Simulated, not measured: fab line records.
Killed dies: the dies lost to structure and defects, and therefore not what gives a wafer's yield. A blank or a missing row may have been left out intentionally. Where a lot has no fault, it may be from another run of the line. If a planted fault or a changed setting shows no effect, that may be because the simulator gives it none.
Struck lot and sound lot, side by side | flow n5_finfet | 15 steps out of a route of 1938
Sound: wafers L249.1, L249.2, L249.5. Struck: wafer L256.3 (L256.1, L256.5, from the same lot, were not struck and are left out); the cause is given at the end.
Each step with rows lists, per side, the tool, then ch with its chambers, then its first start. Under that, the readings that differ: sound wafers | struck wafers | difference of the means | sigmas: that difference in standard deviations of wafers without a fault.
alike: words and numbers the same on both sides, and readings whose means are apart by under 2 such deviations; not compared: readings that were withheld, readings missing a value for some wafer, numbers with overlapping values and no deviation given by the record, and bounds like >300 which may hide the same value.
A row with sigmas, a row that says differs or no value, or rows on one side alone: a step with any of these is where the two part. Numbers that have no deviation but don't overlap get no sigmas and don't part them. Lack of a reading on every wafer of one side parts them only where that side has two or more wafers.

N5_BEOL_M2_ANNEAL_87: time 240 s.
  sound on pvd_sputter-01, day 7 16:45; struck on pvd_sputter-02, day 9 06:55
  alike: heater_power_w
then, 2 steps without rows for these wafers: N5_BEOL_M2_SPUTTER_88 (material Cu, target thk 4.5 nm, time 8.29 s); N5_BEOL_M2_ANNEAL_89 (time 240 s).
N5_BEOL_M2_SPUTTER_90: material Cu, target thk 4.5 nm, time 8.29 s.
  sound on pvd_sputter-01, day 7 17:07; struck on pvd_sputter-02, day 9 07:17
  alike: throttle_valve_pct
N5_BEOL_M2_ANNEAL_91: time 240 s.
  sound on pvd_sputter-01, day 7 17:11; struck on pvd_sputter-02, day 9 07:22
  alike: heater_power_w
then, 2 steps without rows for these wafers: N5_BEOL_M2_SPUTTER_92 (material Cu, target thk 4.5 nm, time 8.29 s); N5_BEOL_M2_ANNEAL_93 (time 240 s).
N5_BEOL_M2_SPUTTER_94: material Cu, target thk 4.5 nm, time 8.29 s.
  sound on pvd_sputter-01, day 7 17:33; struck on pvd_sputter-02, day 9 07:43
  alike: throttle_valve_pct
N5_BEOL_M2_ANNEAL_95: time 240 s.
  sound on pvd_sputter-01, day 7 17:38; struck on pvd_sputter-02, day 9 07:48
  alike: heater_power_w
then, 3 steps without rows for these wafers: N5_BEOL_M2_SPUTTER_96 (material Cu, target thk 4.5 nm, time 8.29 s); N5_BEOL_M2_ECD_50 (material Cu, target thk 300 nm); N5_BEOL_M2_ANNEAL_51 (time 90 s).
N5_BEOL_M2_CMP_52: polishes, stops on SiOC, t overpolish 6.8 s, target thk 40 nm.
  sound on cmp-03 ch 2,3, day 7 18:16; struck on cmp-03 ch 2, day 9 08:26
  reading                                      | sound          | struck | difference | sigmas
  barrier_field_endpoint_s (s)                 | 23.5 24.1 24.3 | 13.4   | -10.6      | -14
  time_to_endpoint_s (s)                       | 54 60 56       | 35     | -22        | -5
  model.SiOC_of_BEOL_M2_ILD_DEP_00.thk_nm (nm) | 75.4 74.6 76.4 | 72.8   | -2.7       |
  alike: head_pressure_psi, motor_current_A, overpolish_run_s
N5_BEOL_M4_RC_MEAS_101:
  sound on prober-02 ch 0, day 8 15:35; struck on prober-01 ch 0, day 10 09:54
  alike: DIBL_N, DIBL_P, IOFF_N, IOFF_P, ION_N, ION_P, SS_N, SS_P, VT_N, VT_P
-- record jumps: 4 days separate the struck wafers' starts on either side; left off in module BEOL_M4, taken up again in module PASSIVATION, whose first shown step is the route's number 1936 --
N5_PASSIVATION_PROBE_49:
  sound on prober-02, day 13 12:55; struck on prober-02, day 14 20:49
  alike: defect_limited_yield, killed_at_M0_to_M3, killed_at_M4_up, killed_at_contacts, killed_at_front_end, killed_at_other, killed_dies, killed_open, killed_short, sort_bin_5_function, sort_bin_6_memory, sort_bin_8_speed, sort_n_pass, sort_yield_pct

## WHERE THEY PART
Only at N5_BEOL_M2_CMP_52, as far as this record shows. Later steps at which nothing parts them and some readings are alike: N5_BEOL_M4_RC_MEAS_101, N5_PASSIVATION_PROBE_49.

WHY: what the simulator had put in
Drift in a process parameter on cmp-03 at N5_BEOL_M2_CMP_52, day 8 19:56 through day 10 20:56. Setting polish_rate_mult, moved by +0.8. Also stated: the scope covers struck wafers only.
